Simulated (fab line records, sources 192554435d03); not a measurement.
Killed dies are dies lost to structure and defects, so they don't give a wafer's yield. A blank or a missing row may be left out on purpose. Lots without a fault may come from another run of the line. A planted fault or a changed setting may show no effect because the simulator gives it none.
Chamber matching | flow n5_finfet | N5_BEOL_M12_DEP_53 on pecvd-02: 3 sister chambers
The step deposits SiCN from 3MS/NH3, target thk 30 nm, time 10.5 s. 6 wafers are shown with their chamber, then 8 later ones without.

WAFERS WITH THEIR CHAMBER
wafer  | chamber | throttle_valve_pct (%) | showerhead_plenum_p_Torr (Torr)
L084.2 | 2       | 15.7                   | 4.152
L084.3 | 1       | 16.8                   | 4.144
L086.1 | 0       | 16.5                   | 4.125
L086.3 | 1       | 16.8                   | 4.153
L086.5 | 2       | 15.5                   | 4.139
L089.1 | 0       | 16.8                   | 4.120

WAFERS WITHOUT THEIR CHAMBER
wafer  | throttle_valve_pct (%) | showerhead_plenum_p_Torr (Torr)
L089.4 | 15.7                   | 4.141
L089.6 | 17.2                   | 4.139
L090.1 | 15.6                   | 4.136
L090.2 | 17.0                   | 4.159
L090.3 | 16.7                   | 4.137
L095.1 | 16.7                   | 4.142
L095.2 | 15.6                   | 4.140
L095.5 | 17.0                   | 4.150

WHICH CHAMBER EACH WENT THROUGH
wafer  | from the rows above     | in truth
L089.4 | 2                       | 2
L089.6 | can't be placed: 1 or 0 | 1
L090.1 | 2                       | 2
L090.2 | 1                       | 1
L090.3 | can't be placed: 1 or 0 | 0
L095.1 | can't be placed: 1 or 0 | 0
L095.2 | 2                       | 2
L095.5 | 1                       | 1
Placed correctly: 5 of 8. Can't be placed from these rows: 3 (the true chamber is among the candidates in 3). Placed wrongly: 0.
How it was worked out, from the rows above alone: a wafer's distance from a chamber is the root of the sum, over the readings, of the square of ((its reading less the chamber's mean) divided by the reading's scatter). The wafer belongs to the nearest chamber; if the next one is less than 2 further off, it can't be placed. A chamber's mean is the mean of its shown wafers. The scatter: the root of (the sum of the squares of (reading less its chamber's mean) over the shown wafers, divided by (wafers less chambers)).
